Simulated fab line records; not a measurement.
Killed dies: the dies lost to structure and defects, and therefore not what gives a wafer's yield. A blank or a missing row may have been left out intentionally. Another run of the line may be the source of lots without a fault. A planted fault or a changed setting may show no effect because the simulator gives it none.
fab line records ; flow nandHarc
record lots=6; wafers=18; lastDay=24
route steps=1159 shown P_M1@298 END@1159
lots untouched by any fault: they come from a run of this same line in which no faults occurred
startH: hours from the record's first day to the start of the lot's first wafer shown ; waitH: hours elapsed since this lot's preceding step ; " the same as in the row above ; L1.1+2: a row that stands for several wafers ; - no value, or no start given ; * or withheld: withheld ; < > ~ a bound
route shown NAME@n: NAME is a module with steps in the file, n the number in the route of the first one ; usual: mean and standard deviation over wafers with no fault ; same: alike in all rows ; chamber/n: place in a boat ; sites: the reading at each site ; _std_site: standard deviation across them ; _edge_site: outer sites' mean less inner sites' ; radiusMm: how far each site lies from the wafer's centre ; mask NAME#n: copy n ; behind: the last tool/chamber to shape the wafer ; hold: cause of the lot's hold/its duration in hours/its outcome ; device: the transistor (n, p or np) that didn't switch ; end of line: the route-end tests of the same wafers ; a step given without rows: its recipe and nothing more ; killed: not the wafer's yield, but the dies lost to structure and defects at the first sort ; map: per-die view of a wafer (x killed, . not killed, _ where there is no die)
set.NAME: the run value of the setting; set.NAME@STEP: its run value at that earlier step ; model.NAME: the simulator's own value behind a step, which no gauge read
lots at selected steps of the route; one table per step, one row per wafer
services: the hour from which a tool's chamber was out of use, counted from the record's first day as startH (under 0 if before that day), plus the number of hours and why
## steps
# step NHARC_P_M1_DESCUM_14
# recipe timeS=3; o2FlowSccm=200; arFlowSccm=0; biasPowerW=0; chemistry=O2
# usual drypumpMotorCurrentA=5.6/0.44; oesProductAu=0.993/0.011; rfVppV=58.0/0.88; showerheadPlenumPTorr=1.97/0.078; throttleValvePct=11.311/0.0094
lot.wafer;tool;chamber;startH;waitH;drypumpMotorCurrentA;oesProductAu;rfHoursCounterH;rfVppV;showerheadPlenumPTorr;throttleValvePct
L790.4;rieDiel-05;3;195.01;0.1;5.7;0.990;1;59.3;1.93;11.318
L790.3;rieDiel-05;1;195.01;0.1;6.7;1.011;1;58.7;2.05;11.319
L790.6;rieDiel-05;3;195.01;0.1;5.7;1.005;-;57.3;1.93;11.316
L789.1;rieDiel-10;0;195.25;0.1;5.8;1.011;1;57.4;1.85;11.312
L789.4;rieDiel-10;2;195.25;0.1;5.4;0.997;1;57.4;1.83;11.313
L789.6;rieDiel-10;3;195.25;0.1;5.0;0.999;-;57.7;2.05;11.308
L793.1;rieDiel-12;2;211.50;0.1;5.2;0.988;0;57.9;1.97;11.305
L793.3;rieDiel-12;0;211.50;0.1;5.3;0.997;0;58.3;2.04;11.308
L793.4;rieDiel-12;1;211.50;0.1;6.2;1.010;0;57.4;2.03;11.319
L792.4;rieDiel-05;2;213.06;0.1;5.3;1.014;3;57.8;1.87;11.302
L792.2;rieDiel-05;0;213.06;0.1;5.5;0.999;2;57.3;2.00;11.327
L792.5;rieDiel-05;1;213.06;0.1;6.7;0.997;-;57.7;2.05;11.318
L799.2;rieDiel-05;3;245.40;0.1;5.7;0.991;4;57.4;1.93;11.330
L799.4;rieDiel-05;1;245.40;0.1;6.7;0.991;3;58.9;2.05;11.318
L799.5;rieDiel-05;0;245.40;0.1;5.5;0.999;-;57.6;2.00;11.298
L801.2;rieDiel-10;0;250.21;0.1;5.8;0.991;8;56.9;1.85;11.312
L801.1;rieDiel-10;1;250.21;0.1;5.7;0.992;6;57.6;1.85;11.311
L801.5;rieDiel-10;1;250.21;0.1;5.7;0.977;-;57.2;1.85;11.312
# step NHARC_P_M1_ETCH_35
# recipe targetDepthA=400; overetchA=120; timeS=43.94; ionEnergyEv=200; n2FlowSccm=150; h2FlowSccm=150; arFlowSccm=0; rfW=400; biasW=150; chemistry=N2/H2
# step NHARC_P_M1_ETCH_15
# recipe targetDepthA=1825; timeS=91.2; c4f8FlowSccm=withheld; arFlowSccm=400; rfW=600; biasW=300; chemistry=C4F8/Ar
# usual oesProductAu=0.955/0.019; rfVppV=442.2/2.6
lot.wafer;tool;chamber;startH;waitH;oesProductAu;rfHoursCounterH;rfVppV
L790.3;rieDiel-05;1;-;-;0.982;1;444.8
L790.4;rieDiel-05;0;-;-;0.947;1;442.4
L790.6;rieDiel-05;2;-;-;0.981;-;440.2
L789.4;rieDiel-10;0;-;-;0.973;1;438.0
L789.1;rieDiel-10;1;-;-;0.977;1;438.1
L789.6;rieDiel-10;3;-;-;0.944;-;444.9
L793.3;rieDiel-12;2;-;-;0.945;0;442.5
L793.4;rieDiel-12;3;-;-;0.949;0;443.0
L793.1;rieDiel-12;0;-;-;0.968;0;445.7
L792.2;rieDiel-05;3;-;-;0.967;3;443.4
L792.4;rieDiel-05;2;-;-;0.982;3;439.5
L792.5;rieDiel-05;0;-;-;0.967;-;443.7
L799.4;rieDiel-05;3;-;-;0.952;4;441.3
L799.2;rieDiel-05;0;-;-;0.968;4;443.5
L799.5;rieDiel-05;2;-;-;0.984;-;440.1
L801.1;rieDiel-10;1;-;-;0.965;6;437.9
L801.2;rieDiel-10;2;-;-;0.964;7;438.8
L801.5;rieDiel-10;2;-;-;0.969;-;437.7
# step NHARC_P_M1_CD_MEAS_16
# usual cdNm=130.0/1.3
lot.wafer;tool;chamber;startH;waitH;cdNm
L790.3;cdSem-02;-;195.32;-;130.2
L790.4;cdSem-02;-;195.32;-;131.5
L790.6;cdSem-02;-;195.32;-;132.1
L789.1;cdSem-03;-;195.55;-;129.2
L789.4;cdSem-03;-;195.55;-;127.8
L789.6;cdSem-03;-;195.55;-;128.8
L793.1;cdSem-02;-;211.81;-;128.8
L793.3;cdSem-02;-;211.81;-;127.7
L793.4;cdSem-02;-;211.81;-;127.4
L792.2;cdSem-03;-;213.35;-;128.1
L792.4;cdSem-03;-;213.35;-;126.7
L792.5;cdSem-03;-;213.35;-;129.7
L799.2;cdSem-01;-;245.71;-;129.6
L799.4;cdSem-01;-;245.71;-;129.2
L799.5;cdSem-01;-;245.71;-;129.4
L801.1;cdSem-01;-;250.51;-;129.8
L801.2;cdSem-01;-;250.51;-;128.0
L801.5;cdSem-01;-;250.51;-;129.8
# step NHARC_P_M1_STRIP_18
# recipe powerW=1000; n2FlowSccm=150; h2FlowSccm=150; arFlowSccm=0; biasW=0; chemistry=N2/H2
# usual drypumpMotorCurrentA=5.6/0.43; h2FlowSccm=150.0/0.42; oesProductAu=0.994/0.011; rfVppV=90.8/0.95; showerheadPlenumPTorr=2.07/0.094; throttleValvePct=14.171/0.0095
lot.wafer;tool;chamber;startH;waitH;drypumpMotorCurrentA;h2FlowSccm;oesProductAu;rfHoursCounterH;rfVppV;showerheadPlenumPTorr;throttleValvePct
L790.3;rieDiel-05;3;195.45;0.1;5.7;149.5;0.999;1;90.6;2.06;14.184
L790.4;rieDiel-05;0;195.45;0.1;5.5;150.2;0.998;1;90.7;2.13;14.171
L790.6;rieDiel-05;2;195.45;0.1;5.3;150.6;1.009;-;89.2;1.99;14.171
L789.1;rieDiel-10;3;195.65;0.1;5.0;149.9;1.000;1;91.4;2.19;14.162
L789.4;rieDiel-10;0;195.65;0.1;5.8;150.7;1.003;1;89.3;1.97;14.153
L789.6;rieDiel-10;3;195.65;0.1;5.0;150.3;0.990;-;92.7;2.19;14.181
L793.4;rieDiel-05;2;211.88;0.1;5.3;149.5;1.017;3;92.1;1.99;14.175
L793.1;rieDiel-05;3;211.88;0.1;5.7;150.5;0.982;3;92.3;2.06;14.169
L793.3;rieDiel-05;1;211.88;0.1;6.7;149.5;0.988;2;92.0;2.19;14.171
L792.2;rieDiel-10;3;213.43;0.1;5.0;149.8;0.984;3;91.2;2.19;14.151
L792.4;rieDiel-10;1;213.43;0.1;5.7;149.9;0.991;3;90.7;1.97;14.164
L792.5;rieDiel-10;0;213.43;0.1;5.8;149.9;1.007;-;90.2;1.97;14.184
L799.2;rieDiel-12;3;245.78;0.1;5.3;150.4;0.984;1;92.4;2.11;14.167
L799.4;rieDiel-12;1;245.78;0.1;6.2;150.3;0.989;1;90.5;2.17;14.171
L799.5;rieDiel-12;0;245.78;0.1;5.3;149.8;0.976;-;91.5;2.18;14.167
L801.1;rieDiel-05;1;250.61;0.1;6.7;150.0;0.988;5;91.9;2.18;14.158
L801.2;rieDiel-05;3;250.61;0.1;5.7;150.3;0.987;5;90.4;2.05;14.201
L801.5;rieDiel-05;0;250.61;0.1;5.5;150.0;1.002;-;90.3;2.13;14.154
# step NHARC_P_M1_ETCH_28
# recipe targetDepthA=300; overEtchFrac=0.3; timeS=72.99; ionEnergyEv=150; cf4FlowSccm=50; n2FlowSccm=100; arFlowSccm=150; rfW=300; biasW=100; chemistry=CF4/N2
# step NHARC_P_M1_STRIP_19
# recipe timeS=600; tempC=30; chemistry=postEtchResidueRemover
# step NHARC_P_M1_DEGAS_29
# recipe tempC=250; timeS=60
# step NHARC_P_M1_PRE_CLEAN_30
# recipe timeS=30; tempC=280; gas=H2/He
# step NHARC_P_M1_PVD_20
# recipe targetThkA=50; biasV=168.6; powerW=15000; chamberPressurePa=0.12; timeS=8.06; substrateTempC=50; material=TaN
# usual chamberPressurePa=0.11999/0.00023; throttleValvePct=30.0/0.81
lot.wafer;tool;chamber;startH;waitH;chamberPressurePa;throttleValvePct
L790.4;pvdSputter-03;-;-;-;0.11993;29.9
L790.3;pvdSputter-03;-;-;-;0.12037;29.4
L790.6;pvdSputter-03;-;-;-;0.11985;30.0
L789.1;pvdSputter-02;-;-;-;0.12001;30.1
L789.4;pvdSputter-02;-;-;-;0.12045;28.8
L789.6;pvdSputter-02;-;-;-;0.11997;29.1
L793.4;pvdSputter-01;-;-;-;0.12006;30.7
L793.3;pvdSputter-01;-;-;-;0.1199;28.7
L793.1;pvdSputter-01;-;-;-;0.12017;30.1
L792.4;pvdSputter-01;-;-;-;0.1201;29.1
L792.2;pvdSputter-01;-;-;-;0.11959;29.5
L792.5;pvdSputter-01;-;-;-;0.12022;30.2
L799.4;pvdSputter-01;-;-;-;0.12007;30.6
L799.2;pvdSputter-01;-;-;-;0.11926;28.8
L799.5;pvdSputter-01;-;-;-;0.1201;29.5
L801.1;pvdSputter-03;-;-;-;0.11976;31.7
L801.2;pvdSputter-03;-;-;-;0.11996;29.6
L801.5;pvdSputter-03;-;-;-;0.11983;31.8
# step NHARC_P_M1_PVD_21
# recipe targetThkA=300; chamberPressurePa=5; powerW=5000; substrateTempC=30; timeS=20.49; material=Cu
# usual chamberPressurePa=5.000/0.01; throttleValvePct=30.1/0.82
lot.wafer;tool;chamber;startH;waitH;chamberPressurePa;throttleValvePct
L790.3;pvdSputter-03;-;-;-;5.002;30.0
L790.4;pvdSputter-03;-;-;-;4.988;30.8
L790.6;pvdSputter-03;-;-;-;4.987;31.6
L789.4;pvdSputter-02;-;-;-;4.994;29.1
L789.1;pvdSputter-02;-;-;-;4.999;30.1
L789.6;pvdSputter-02;-;-;-;4.995;29.6
L793.4;pvdSputter-01;-;-;-;4.994;29.4
L793.1;pvdSputter-01;-;-;-;5.010;30.1
L793.3;pvdSputter-01;-;-;-;5.008;30.9
L792.2;pvdSputter-01;-;-;-;4.991;28.9
L792.4;pvdSputter-01;-;-;-;4.993;30.9
L792.5;pvdSputter-01;-;-;-;4.973;29.3
L799.4;pvdSputter-01;-;-;-;5.003;30.9
L799.2;pvdSputter-01;-;-;-;4.999;29.2
L799.5;pvdSputter-01;-;-;-;5.014;30.8
L801.1;pvdSputter-03;-;-;-;5.005;29.8
L801.2;pvdSputter-03;-;-;-;4.993;29.5
L801.5;pvdSputter-03;-;-;-;4.996;29.8
# step NHARC_P_M1_ECD_22
# recipe targetThkA=4000; bathTempC=25; material=Cu
# step NHARC_P_M1_ANNEAL_31
# recipe tempC=225; timeS=90
# usual annealTempC=225.01/0.14; annealTempCMax=226.1/0.68; wafer_temp_C_max=225.9/0.34
lot.wafer;tool;chamber;startH;waitH;annealTempC;annealTempCMax;wafer_temp_C_max
L790.3;rtpAnneal-02;0;196.90;0.3;224.90;225.4;225.4
L790.4;rtpAnneal-02;0;196.90;0.3;225.01;225.6;225.7
L790.6;rtpAnneal-02;0;196.90;0.3;224.88;225.4;225.5
L789.1;rtpAnneal-02;-;197.21;0.3;-;-;-
L789.4;rtpAnneal-02;-;197.21;0.3;-;-;-
L789.6;rtpAnneal-02;-;197.21;0.3;-;-;-
L793.1;rtpAnneal-01;-;213.27;-;-;-;-
L793.3;rtpAnneal-01;-;213.27;-;-;-;-
L793.4;rtpAnneal-01;-;213.27;-;-;-;-
L792.2;rtpAnneal-02;0;214.85;-;224.96;225.4;225.8
L792.4;rtpAnneal-02;0;214.85;-;224.83;225.4;225.5
L792.5;rtpAnneal-02;0;214.85;-;225.21;225.7;225.5
L799.2;rtpAnneal-02;0;247.67;0.7;225.07;225.7;225.7
L799.4;rtpAnneal-02;0;247.67;0.7;224.97;225.5;226.1
L799.5;rtpAnneal-02;0;247.67;0.7;225.04;225.6;225.7
L801.1;rtpAnneal-02;0;251.99;-;225.07;225.6;225.8
L801.2;rtpAnneal-02;0;251.99;-;224.89;225.5;225.6
L801.5;rtpAnneal-02;0;251.99;-;225.04;225.7;225.8
# step NHARC_P_M1_CMP_23
# recipe tOverpolishS=20; targetThkNm=157.82
# step NHARC_END_SORT_01
# recipe tempC=25
# usual defectLimitedYield=95.7/1.2; killedAtArray=25/7.8; killedAtOther=0.6/0.81; killedAtPeriphery=3.3/2.2; killedDies=29/8.2; killedOpen=3.5/1.9; killedShort=1.8/1.3; sort_bin_2_pct=1.3/0.5; sort_bin_3_pct=0.23/0.21; sort_bin_4_pct=2.8/0.9; sortNPass=648/8.2; sortRimYieldPct=94.3/2.8; sortYieldPct=95.7/1.2
# same grossDies=677; sort_bin_5_pct[%]=0; sort_bin_6_pct[%]=0; sort_bin_7_pct[%]=0; sort_bin_8_pct[%]=0; sortRimNGross=106.00
lot.wafer;tool;chamber;startH;waitH;defectLimitedYield[%];killedAtArray;killedAtOther;killedAtPeriphery;killedDies;killedOpen;killedShort;sort_bin_2_pct[%];sort_bin_3_pct[%];sort_bin_4_pct[%];sortNPass;sortRimYieldPct[%];sortYieldPct[%]
L790.3;prober-02;0;507.50;3.1;95.1;32;0;1;33;3;2;1.5;0.15;3.2;644;100.0;95.1
L790.4;prober-02;0;508.30;3.4;96.5;22;0;2;24;2;1;1.5;0.15;1.9;653;95.3;96.5
L790.6;prober-02;0;509.90;4.0;96.0;26;0;1;27;6;0;1.3;0;2.7;650;96.2;96.0
L789.1;prober-02;0;531.25;2.5;90.8;31;0;31;62;3;1;5.6;0;3.5;615;78.3;90.8
L789.4;prober-02;0;533.64;3.4;92.5;30;2;19;51;3;1;4.0;0.59;3.0;626;82.1;92.5
L789.6;prober-02;0;535.24;4.0;91.0;36;2;23;61;4;1;4.9;0;4.1;616;79.2;91.0
L792.2;prober-01;0;532.07;2.8;96.5;16;2;6;24;5;4;1.2;0.15;2.2;653;98.1;96.5
L792.4;prober-01;0;533.65;3.4;98.7;7;0;2;9;3;1;0;0.15;1.2;668;97.2;98.7
L792.5;prober-01;0;534.44;3.7;98.1;12;1;0;13;2;3;0.3;0.30;1.3;664;98.1;98.1
L793.1;prober-01;0;539.07;2.5;87.6;50;0;34;84;5;4;5.9;0.44;6.1;593;92.5;87.6
L793.3;prober-01;0;540.66;3.1;91.7;30;0;26;56;4;0;5.3;0.44;2.5;621;91.5;91.7
L793.4;prober-01;0;541.46;3.4;88.5;39;0;39;78;5;1;6.4;0.44;4.7;599;88.7;88.5
L801.1;prober-01;0;574.47;2.5;96.9;19;0;2;21;2;0;0.6;0;2.5;656;96.2;96.9
L801.2;prober-01;0;575.27;2.8;95.1;23;0;10;33;7;0;1.8;0.15;3.0;644;95.3;95.1
L801.5;prober-01;0;577.65;3.7;96.6;20;0;3;23;1;3;0.7;0.44;2.2;654;94.3;96.6
# killed by level:class
L790.3 A_SLIT:chamberFilmFlake=11 A_CHANNEL_HOLE_D1:chamberFilmFlake=8 A_CONTACT:chamberFilmFlake=6 A_WL_FILL:chamberFilmFlake=2 P_M0:geometricParticle:open=1 A_SOURCE_PLATE:geometricParticle:short=1 A_CONTACT:geometricParticle:open=1 A_M0:geometricParticle:short=1
L790.4 A_SLIT:chamberFilmFlake=10 A_ZERO_WELL:chamberFilmFlake=5 A_M0:geometricParticle:open=2 A_CHANNEL_HOLE_D1:chamberFilmFlake=2 A_CONTACT:chamberFilmFlake=2 P_CONTACT:geometricParticle:short=1 P_GATE:chamberFilmFlake=1 A_STAIRCASE:chamberFilmFlake=1
L790.6 A_SLIT:chamberFilmFlake=10 A_CONTACT:chamberFilmFlake=4 A_CONTACT:geometricParticle:open=2 A_CHANNEL_HOLE_D1:chamberFilmFlake=2 A_CHANNEL_FILL_D1:chamberFilmFlake=2 A_STAIRCASE:chamberFilmFlake=2 P_GATE:geometricParticle:open=1 A_SGD_CUT:geometricParticle:open=1
L789.1 P_M1:areaAnneal=28 A_CHANNEL_HOLE_D1:chamberFilmFlake=11 A_SLIT:chamberFilmFlake=11 A_CONTACT:chamberFilmFlake=5 A_ZERO_WELL:chamberFilmFlake=2 P_GATE:geometricParticle:open=1 P_M0:geometricParticle:open=1 A_WL_FILL:geometricParticle:short=1
L792.2 A_CONTACT:chamberFilmFlake=7 A_CHANNEL_HOLE_D1:chamberFilmFlake=5 P_CONTACT:geometricParticle:open=3 P_M0:geometricParticle:short=1 P_BONDPAD:geometricParticle:open=1 A_CHANNEL_HOLE_D1:geometricParticle:open=1 A_CHANNEL_HOLE_D1:geometricParticle:short=1 A_WL_FILL:geometricParticle:short=1
L789.4 P_M1:areaAnneal=18 A_SLIT:chamberFilmFlake=14 A_CHANNEL_HOLE_D1:chamberFilmFlake=7 A_CONTACT:chamberFilmFlake=5 P_GATE:geometricParticle:open=1 A_CHANNEL_FILL_D1:geometricParticle:short=1 A_BLC:geometricParticle:open=1 A_M0:geometricParticle:open=1
L792.4 A_CONTACT:chamberFilmFlake=4 P_GATE:geometricParticle:open=1 P_M0:geometricParticle:open=1 A_STAIRCASE:geometricParticle:open=1 A_WL_FILL:geometricParticle:short=1 A_CHANNEL_HOLE_D1:chamberFilmFlake=1
L792.5 A_CONTACT:chamberFilmFlake=5 A_CHANNEL_HOLE_D1:chamberFilmFlake=3 A_WL_FILL:geometricParticle:short=2 A_CONTACT:geometricParticle:open=1 A_BLC:geometricParticle:open=1 STARTING-WAFER:geometricParticle:short=1
L789.6 P_M1:areaAnneal=21 A_SLIT:chamberFilmFlake=16 A_CHANNEL_HOLE_D1:chamberFilmFlake=13 A_CHANNEL_FILL_D1:chamberFilmFlake=2 P_GATE:geometricParticle:open=1 P_M0:geometricParticle:open=1 A_SGD_CUT:geometricParticle:open=1 A_WL_FILL:geometricParticle:open=1
L793.1 P_M1:areaAnneal=27 A_SLIT:chamberFilmFlake=17 A_CHANNEL_HOLE_D1:chamberFilmFlake=16 P_M1:chamberFilmFlake=6 A_CONTACT:geometricParticle:short=3 A_CONTACT:chamberFilmFlake=3 A_CONTACT:geometricParticle:open=2 A_STAIRCASE:chamberFilmFlake=2
L793.3 P_M1:areaAnneal=23 A_SLIT:chamberFilmFlake=13 A_CHANNEL_HOLE_D1:chamberFilmFlake=7 A_ZERO_WELL:chamberFilmFlake=3 A_CONTACT:chamberFilmFlake=3 P_CONTACT:geometricParticle:open=1 P_M0:geometricParticle:open=1 A_ONON_D1:geometricParticle:open=1
L793.4 P_M1:areaAnneal=28 A_SLIT:chamberFilmFlake=16 A_CHANNEL_HOLE_D1:chamberFilmFlake=15 P_M1:chamberFilmFlake=8 A_CONTACT:geometricParticle:open=2 A_CONTACT:chamberFilmFlake=2 P_GATE:geometricParticle:open=1 P_CONTACT:geometricParticle:open=1
L801.1 A_CHANNEL_HOLE_D1:chamberFilmFlake=11 A_STAIRCASE:chamberFilmFlake=3 A_CHANNEL_FILL_D1:geometricParticle:open=2 P_STI:chamberFilmFlake=2 A_CHANNEL_FILL_D1:chamberFilmFlake=1 A_CONTACT:chamberFilmFlake=1 A_M1:chamberFilmFlake=1
L801.2 P_STI:chamberFilmFlake=8 A_CHANNEL_HOLE_D1:chamberFilmFlake=7 A_CONTACT:chamberFilmFlake=5 A_M1:chamberFilmFlake=4 A_SGD_CUT:geometricParticle:open=3 P_M0:geometricParticle:open=2 A_CHANNEL_FILL_D1:geometricParticle:open=1 A_CONTACT:geometricParticle:open=1
L801.5 A_CONTACT:chamberFilmFlake=7 A_STAIRCASE:chamberFilmFlake=4 A_CHANNEL_HOLE_D1:chamberFilmFlake=3 A_WL_FILL:geometricParticle:short=2 P_STI:chamberFilmFlake=2 A_M1:chamberFilmFlake=2 A_CHANNEL_FILL_D1:geometricParticle:short=1 A_CONTACT:geometricParticle:open=1
# map L789.1 (x killed, . not)
____________x____________
_________.x.x.xx_________
_______xxx...xx.xx_______
______.......xx.x.x______
_____........x.x..xx_____
____x...x..........xx____
____...............xx____
___.x..............xx.___
___x....x.x........xx.___
__..........x.x.....x..__
__...x...x.......x....x__
_...........x......x..x._
_......xx.......x....x.._
_..........x............_
_.......x.x............._
_.................x....x_
.......x.................
...........x.............
.....................x..x
.........................
.........................
_...........x.......x..._
_.....x................._
_......................._
_..............x........_
_......................._
__.....................__
__.....................__
___...................___
___..................x___
____.................____
____.................____
_____..............._____
______.............______
_______..........._______
_________......._________
____________.____________
# map L793.1 (x killed, . not)
____________.____________
_________..x...._________
_______.......x..x_______
______.........x.xx______
_____.......x...xxxx_____
____..........xxx.x..____
____.............x..x____
___.x............x....___
___......xx...........___
__......x..............__
__......xx.x...........__
_......x.x.............._
_.....x.x.x.x..........._
_......xx.xx..xx........_
_.....x..x.x....x......._
_............x.....x...._
........x.x....x.........
.......x..x..xx...x......
x......x......x.x..x.x...
............xx.....x.....
..........xx.......x.....
_...........xx.....x...._
_...........x..x..xx...._
_........xx...x.x...x..._
_.............xx......x._
_...x.......x........x.._
__.....x.........x.....__
__.....................__
___...................___
___...................___
____.................____
____.................____
_____..x............_____
______.............______
_______..........._______
_________......._________
____________.____________
## services
tool;chamber;startH;hours;kind
rieDiel-05;0;172.70;-;clean
rieDiel-05;1;172.70;-;clean
rieDiel-05;2;172.70;-;clean
rieDiel-05;3;172.70;-;clean
rieDiel-10;-;176.50;9.0;pm
rieDiel-10;0;176.50;9.0;ventCycle
rieDiel-10;1;176.50;9.0;ventCycle
rieDiel-10;2;176.50;9.0;ventCycle
pvdSputter-01;-;195.95;5.0;repair
rieDiel-05;0;197.20;-;clean
rieDiel-05;1;197.20;-;clean
rieDiel-05;2;197.20;-;clean
rieDiel-05;3;197.20;-;clean
rieDiel-12;-;202.43;9.0;pm
pvdSputter-02;-;215.79;10.0;pm
rieDiel-05;0;221.70;-;clean
rieDiel-05;1;221.70;-;clean
rieDiel-05;2;221.70;-;clean
rieDiel-05;3;221.70;-;clean
rieDiel-10;1;238.02;9.0;repair
rieDiel-05;0;246.20;-;clean
rieDiel-05;1;246.20;-;clean
rieDiel-05;2;246.20;-;clean
rieDiel-05;3;246.20;-;clean
## key
firstSign step=NHARC_P_M1_ANNEAL_31; reading=toolRecord; direction=missing
effect step=NHARC_END_SORT_01; reading=killedAtPeriphery; direction=up; sigmas=12; usual=3.3; struck=28.7
moreKillsBornAt NHARC_P_M1_ANNEAL_31@rtpAnneal-01=78; NHARC_P_M1_ANNEAL_31@rtpAnneal-02=67
metAt NHARC_P_M1_ANNEAL_31
struckWafers L789.1,L789.4,L789.6,L793.1,L793.3,L793.4
onsetBetween 196.90 197.21
fault kind=skippedStepWhole; tool=rtpAnneal-01,rtpAnneal-02; chamber=-; onsetH=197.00; steps=NHARC_P_M1_ANNEAL_31; scope=struckLotsOnly
